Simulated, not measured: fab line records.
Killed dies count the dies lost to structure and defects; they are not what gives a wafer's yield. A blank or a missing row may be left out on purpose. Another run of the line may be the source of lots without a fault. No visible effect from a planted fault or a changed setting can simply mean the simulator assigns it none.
The tool behind it: which one?    flow nand_harc    13 lots, 39 wafers sampled, at 5 steps of a route of 1302

WHAT THE GAUGES SHOWED, per wafer
NHARC_A_CHANNEL_HOLE_D2_CD_MEAS_31. Usual: 89.5 nm for cd_nm, sd 1.8.
lot   measured      on         cd_nm (nm)      flag
L192  day 13 17:28  cd_sem-01  88.1 87.3 88.5  
L194  day 14 08:13  cd_sem-01  91.6 89.2 87.3  
L196  day 15 00:55  cd_sem-01  93.3 91.5 93.5  
L197  day 15 17:51  cd_sem-02  92.8 88.9 89.7  
L201  day 17 15:34  cd_sem-03  91.6 90.5 90.6  
L202  day 17 17:02  cd_sem-01  89.8 91.0 85.5  
L205  day 19 02:52  cd_sem-01  86.9 87.8 85.4  
L209  day 20 00:12  cd_sem-03  88.3 90.4 88.1  
L211  day 21 01:16  cd_sem-03  90.1 88.7 90.1  
L210  day 21 03:41  cd_sem-03  89.6 91.6 89.7  
L212  day 21 17:26  cd_sem-03  90.6 90.9 88.8  
L213  day 22 09:08  cd_sem-02  91.9 89.5 87.8  
L214  day 22 13:18  cd_sem-02  86.5 91.5 89.4  

NHARC_END_SORT_01. Usual: killed_at_array 58, standard deviation 19; killed_at_other 1.1, standard deviation 1.2; killed_at_periphery 3.8, standard deviation 2.4; killed_dies 63, standard deviation 18; killed_open 3.3, standard deviation 1.8; killed_short 2.2, standard deviation 1.6.
lot   measured      on         killed_at_array  killed_at_other  killed_at_periphery  killed_dies  killed_open  killed_short  flag
L202  day 28 19:11  prober-02  68 60 49         2 1 1            6 2 1                76 63 51     7 0 6        6 3 0         
L205  day 30 01:06  prober-02  47 51 39         3 2 1            2 3 1                52 56 41     6 3 3        3 1 1         
L212  day 32 04:50  prober-02  64 63 66         1 0 0            6 3 2                71 66 68     2 0 2        6 1 1         

EACH LOT AND THE TOOL THAT RAN IT (in order: tool; ch and the chambers of the sampled wafers; start)
lot   NHARC_A_CHANNEL_HOLE_D2_ETCH_23   NHARC_A_CHANNEL_HOLE_D2_ETCH_25   NHARC_A_CHANNEL_FILL_D2_ALD_15
L192  har_etch-02 ch 0,1, day 13 13:23  har_etch-02 ch 0,1, day 13 14:51  ald_sin_batch-01 ch 0, day 14 03:59
L194  har_etch-01 ch 0,1, day 14 04:14  har_etch-01 ch 0,1, day 14 05:44  ald_sin_batch-03 ch 0, day 14 18:46
L196  har_etch-01 ch 0,1, day 14 21:04  har_etch-01 ch 0,1, day 14 22:36  ald_sin_batch-02 ch 0, day 15 10:37
L197  har_etch-02 ch 0,1, day 15 13:46  har_etch-02 ch 0,1, day 15 15:14  ald_sin_batch-01 ch 0, day 16 04:05
L201  har_etch-02 ch 0,1, day 17 11:27  har_etch-02 ch 0,1, day 17 12:55  ald_sin_batch-02 ch 0, day 18 02:05
L202  har_etch-01 ch 0,1, day 17 13:03  har_etch-01 ch 0,1, day 17 14:33  ald_sin_batch-02 ch 0, day 18 02:05
L205  har_etch-02 ch 0,1, day 18 22:46  har_etch-02 ch 0,1, day 19 00:15  ald_sin_batch-03 ch 0, day 19 14:54
L209  har_etch-02 ch 0,1, day 19 20:29  har_etch-02 ch 0,1, day 19 22:01  ald_sin_batch-01 ch 0, day 20 10:41
L211  har_etch-02 ch 0,1, day 20 21:16  har_etch-02 ch 0,1, day 20 22:47  ald_sin_batch-01 ch 0, day 21 12:29
L210  har_etch-01 ch 0,1, day 20 23:36  har_etch-01 ch 0,1, day 21 01:04  ald_sin_batch-01 ch 0, day 21 12:29
L212  har_etch-02 ch 0,1, day 21 13:21  har_etch-02 ch 0,1, day 21 14:49  ald_sin_batch-03 ch 0, day 22 04:13
L213  har_etch-01 ch 0,1, day 22 05:10  har_etch-01 ch 0,1, day 22 06:40  ald_sin_batch-03 ch 0, day 22 19:34
L214  har_etch-01 ch 0,1, day 22 09:12  har_etch-01 ch 0,1, day 22 10:41  ald_sin_batch-03 ch 0, day 23 00:05
- NHARC_A_CHANNEL_HOLE_D2_ETCH_23: etches the open film in C4F8/O2/Ar, time 819 s, target depth 1600 nm.
- NHARC_A_CHANNEL_HOLE_D2_ETCH_25: etches the open film in C4F8/O2/Ar, time 1040.2 s, target depth 1500 nm.
- NHARC_A_CHANNEL_FILL_D2_ALD_15: deposits SiNx, target thk 2 nm, pulse time 60 s, ald cycles 19.

WHAT THE TOOLS THEMSELVES READ (means of the sampled wafers that have a number; where no wafer has one, the mark that the record gives instead)
NHARC_A_CHANNEL_HOLE_D2_ETCH_23. Usual: drypump_motor_current_A 5.9 A, standard deviation 0.52; showerhead_plenum_p_Torr 3.60 Torr, standard deviation 0.16; throttle_valve_pct 32.154 %, standard deviation 0.0086.
lot   tool         drypump_motor_current_A (A)  showerhead_plenum_p_Torr (Torr)  throttle_valve_pct (%)  flag
L192  har_etch-02  5.6                          3.54                             32.148                  
L194  har_etch-01  6.3                          3.51                             32.161                  
L196  har_etch-01  6.1                          3.54                             32.150                  
L197  har_etch-02  5.3                          3.63                             32.153                  
L201  har_etch-02  5.6                          3.86                             32.153                  
L202  har_etch-01  6.1                          3.52                             32.156                  
L205  har_etch-02  5.6                          3.85                             32.159                  
L209  har_etch-02  5.6                          3.84                             32.154                  
L211  har_etch-02  5.3                          3.75                             32.158                  
L210  har_etch-01  6.3                          3.46                             32.143                  
L212  har_etch-02  5.3                          3.75                             32.157                  
L213  har_etch-01  6.3                          3.45                             32.149                  
L214  har_etch-01  6.3                          3.45                             32.151                  

NHARC_A_CHANNEL_HOLE_D2_ETCH_25. Usual: drypump_motor_current_A 5.8 A, standard deviation 0.52; showerhead_plenum_p_Torr 3.60 Torr, standard deviation 0.16; throttle_valve_pct 32.235 %, standard deviation 0.0096.
lot   tool         drypump_motor_current_A (A)  showerhead_plenum_p_Torr (Torr)  throttle_valve_pct (%)  flag
L192  har_etch-02  5.6                          3.54                             32.243                  
L194  har_etch-01  6.3                          3.51                             32.231                  
L196  har_etch-01  6.1                          3.53                             32.239                  
L197  har_etch-02  5.3                          3.62                             32.228                  
L201  har_etch-02  5.6                          3.85                             32.234                  
L202  har_etch-01  6.1                          3.51                             32.247                  
L205  har_etch-02  5.6                          3.84                             32.233                  
L209  har_etch-02  5.6                          3.84                             32.235                  
L211  har_etch-02  5.3                          3.75                             32.235                  
L210  har_etch-01  6.3                          3.45                             32.235                  
L212  har_etch-02  5.3                          3.74                             32.240                  
L213  har_etch-01  6.3                          3.45                             32.226                  
L214  har_etch-01  6.3                          3.45                             32.228                  

NHARC_A_CHANNEL_FILL_D2_ALD_15. Usual: 1.001 for precursor_pulse_height_rel, sd 0.021.
lot   tool              precursor_pulse_height_rel  flag
L192  ald_sin_batch-01  0.987                       
L194  ald_sin_batch-03  1.014                       
L196  ald_sin_batch-02  1.001                       
L197  ald_sin_batch-01  1.000                       
L201  ald_sin_batch-02  1.007                       
L202  ald_sin_batch-02  1.022                       
L205  ald_sin_batch-03  0.994                       
L209  ald_sin_batch-01  0.993                       
L211  ald_sin_batch-01  0.993                       
L210  ald_sin_batch-01  1.016                       
L212  ald_sin_batch-03  0.990                       
L213  ald_sin_batch-03  1.009                       
L214  ald_sin_batch-03  0.995                       

THE ANSWER, worked out from the rows above alone
Rule: take the mean of a lot's wafers that have a number; if it is more than 3 standard deviations from the usual mean, the lot is off. A lot without any number at a reading at which 4 lots or more have one is off too. All remaining lots with rows at the step are treated as sound. First the gauges in route order, then the tools' own readings, where a lot's mean is used as printed above. At the first step where some lot is off, the reading lying furthest off is the one used; lots without a number count as furthest.
Across all readings shown, no lot is off: no conclusion can be drawn from this.

WHAT HAD BEEN PUT IN BY THE SIMULATOR
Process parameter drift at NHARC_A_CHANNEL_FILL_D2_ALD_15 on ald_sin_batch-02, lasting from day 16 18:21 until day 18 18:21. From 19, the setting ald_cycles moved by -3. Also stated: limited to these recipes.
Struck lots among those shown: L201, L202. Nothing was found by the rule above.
